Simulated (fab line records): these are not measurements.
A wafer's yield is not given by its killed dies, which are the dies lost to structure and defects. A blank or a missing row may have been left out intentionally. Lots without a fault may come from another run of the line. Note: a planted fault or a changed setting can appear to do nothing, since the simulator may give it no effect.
A lot that was struck, set against a sound lot -- flow n5Finfet -- 14 steps out of a route of 1938
Sound: these wafers, L354.3, L354.4, L354.6. Struck: wafer L365.1. (L365.2, L365.3 of the same lot were not struck and are left out.) The cause comes at the end.
For every step that has rows: the tool of each side, followed by ch and its chambers, followed by its first start. Under that, the readings that differ: sound wafers -- struck wafers -- difference of the means -- sigmas: that difference in standard deviations of wafers without a fault.
alike: words and numbers the same on both sides, and readings whose means are apart by under 2 such deviations; not compared: readings that were withheld, readings missing a value for some wafer, numbers with overlapping values and no deviation given by the record, and bounds like >300 which may hide the same value.
The two part at a step that has a row with sigmas, a row that says differs or no value, or rows on one side only. Numbers that have no deviation but don't overlap get no sigmas and don't part them. A reading that every wafer of one side lacks parts them only if that side has two wafers or more.

N5_BEOL_M12_OCD_MEAS_35:
  sound on ocd-01, day 11 02:03; struck on ocd-02, day 14 03:25
  alike: trenchDepthNm
N5_BEOL_M12_STRIP_37: strips in N2/H2.
  sound on plasmaAsher-02 ch 0,1, day 11 02:07; struck on plasmaAsher-01 ch 1, day 14 03:28
reading,sound,struck,difference,sigmas
drypumpMotorCurrentA (A),5.7 6.5 6.4,5.3,-0.9,-2
heaterPowerW (W),367 371 377,301,-71,-2
rfHoursCounterH (h),- - -,83,no value on the sound wafers,
  alike: oesProductAu
N5_BEOL_M12_ETCH_38: etches SiCN in CF4/N2, target depth 68.7 nm, time 73.4 s.
  sound on rieDiel-03 ch 1,2,3, day 11 02:28; struck on rieDiel-03 ch 3, day 14 03:35
  alike: drypumpMotorCurrentA, oesProductAu, rfVppV, showerheadPlenumPTorr, throttleValvePct
  not compared: rfHoursCounterH
then, 5 steps without rows for these wafers: N5_BEOL_M12_PRECLEAN_39 (cleans in residue remover, time 60 s); N5_BEOL_M12_SRD_40 (time 30 s, dry time 30 s); N5_BEOL_M12_DEGAS_41 (time 60 s); N5_BEOL_M12_PRE_CLEAN_42 (time 30 s); N5_BEOL_M12_SPUTTER_43 (material TaN, target thk 15 nm, time 24.19 s).
N5_BEOL_M12_SPUTTER_44: material Ta, target thk 10 nm, time 16.13 s.
  sound on pvdSputter-02, day 11 03:08; struck on pvdSputter-03, day 14 06:16
reading,sound,struck,difference,sigmas
biasV (V),79.6 79.5 80.1,81.6,+1.9,+2
  alike: chamberPressurePa, throttleValvePct
N5_BEOL_M12_SPUTTER_45: material Cu, target thk 80 nm, time 13.33 s.
  sound on pvdSputter-02, day 11 03:13; struck on pvdSputter-03, day 14 06:20
reading,sound,struck,difference,sigmas
chuckSensorTempC (C),-16.27 -16.15 -16.34,-15.53,+0.72,+3
  alike: biasV, chamberPressurePa, throttleValvePct
then, 1 step without rows for these wafers: N5_BEOL_M12_ECD_47 (material Cu, target thk 720 nm).
N5_BEOL_M12_ANNEAL_48: time 90 s.
  sound on rtpAnneal-02 ch 0, day 11 03:53; struck on rtpAnneal-02 ch 0, day 14 06:36
  alike: wafer_temp_C_max
N5_BEOL_M12_CMP_49: polishes, stops on SiOC, t overpolish 20.6 s, target thk 320 nm.
  sound on cmp-02 ch 0,1,2, day 11 04:11; struck on cmp-01 ch 0, day 14 06:54
reading,sound,struck,difference,sigmas
barrierFieldEndpointS (s),30.7 30.7 31.2,42.7,+11.8,+17
headPressurePsi (psi),1.0007 0.9989 1.0041,0.7068,-0.2944,-99 or more
  alike: motorCurrentA, overpolishRunS, slurryFilterDpKPa
N5_PASSIVATION_PROBE_49:
  sound on prober-01, day 12 13:40; struck on prober-02, day 15 15:24
  alike: defectLimitedYield, killed_at_M0_to_M3, killed_at_M4_up, killedAtContacts, killedAtFrontEnd, killedAtOther, killedDies, killedOpen, killedShort, sort_bin_5_function, sort_bin_6_memory, sort_bin_8_speed, sortNPass, sortYieldPct

WHERE THEY PART
Earliest at N5_BEOL_M12_STRIP_37; latest, in this record, at N5_BEOL_M12_CMP_49. Later steps at which nothing parts them and some readings are alike: N5_PASSIVATION_PROBE_49.

WHY: what had been put in by the simulator
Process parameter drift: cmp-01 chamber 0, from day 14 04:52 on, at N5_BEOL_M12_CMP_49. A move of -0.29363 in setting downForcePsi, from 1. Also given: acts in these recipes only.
